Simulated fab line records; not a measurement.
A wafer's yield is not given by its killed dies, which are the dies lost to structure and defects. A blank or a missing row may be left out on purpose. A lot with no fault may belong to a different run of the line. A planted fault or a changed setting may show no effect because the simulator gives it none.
What tool caused it? || flow n5Finfet || route of 1938 steps, sampled at 1 step: 9 lots, 27 wafers

== WHAT THE GAUGES READ, wafer by wafer ==
N5_BEOL_M0_SAQP_CD_MEAS_29: the cd target is 14.4 nm.
{"lot": "L615", "measured": "day 5 21:46", "on": "cdSem-03", "cdNm (nm)": "14.81 14.89 15.07"}
{"lot": "L617", "measured": "day 6 11:35", "on": "cdSem-02", "cdNm (nm)": "14.92 15.29 14.95"}
{"lot": "L618", "measured": "day 6 16:52", "on": "cdSem-02", "cdNm (nm)": "14.97 15.07 14.46"}
{"lot": "L621", "measured": "day 7 10:45", "on": "cdSem-03", "cdNm (nm)": "14.84 15.05 14.80"}
{"lot": "L625", "measured": "day 8 09:03", "on": "cdSem-02", "cdNm (nm)": "15.08 14.46 14.91"}
{"lot": "L627", "measured": "day 8 21:17", "on": "cdSem-03", "cdNm (nm)": "15.01 14.79 14.80"}
{"lot": "L633", "measured": "day 10 08:38", "on": "cdSem-03", "cdNm (nm)": "15.22 15.02 14.96"}
{"lot": "L635", "measured": "day 10 21:31", "on": "cdSem-02", "cdNm (nm)": "15.22 15.19 14.96"}
{"lot": "L637", "measured": "day 11 07:32", "on": "cdSem-03", "cdNm (nm)": "15.29 15.02 14.69"}

== WHAT TOOL EACH LOT RAN ON (gives the tool, then ch and the chambers of the sampled wafers, and finally the start) ==
Before these readings, the record contains no process step.

== THE ANSWER, worked out from the rows above alone ==
Rule: the usual values come from the lots themselves. The widest of any qualifying gaps counts: lots, ordered by their means at a reading, are off when they make up no more than a third of the lots, leave a main group of 4 or more, and stand apart from it by 3 or more times the standard deviation of that group's means. A main group whose means are all the same, to the digits that the tables above print for the reading, isn't used. A lot without any number at a reading at which 4 lots or more have one is off too. Where the step has rows for the other lots, those lots are counted as sound.
Nothing can be told from this: no lot is off at any reading shown.

== WHAT THE SIMULATOR PUT IN ==
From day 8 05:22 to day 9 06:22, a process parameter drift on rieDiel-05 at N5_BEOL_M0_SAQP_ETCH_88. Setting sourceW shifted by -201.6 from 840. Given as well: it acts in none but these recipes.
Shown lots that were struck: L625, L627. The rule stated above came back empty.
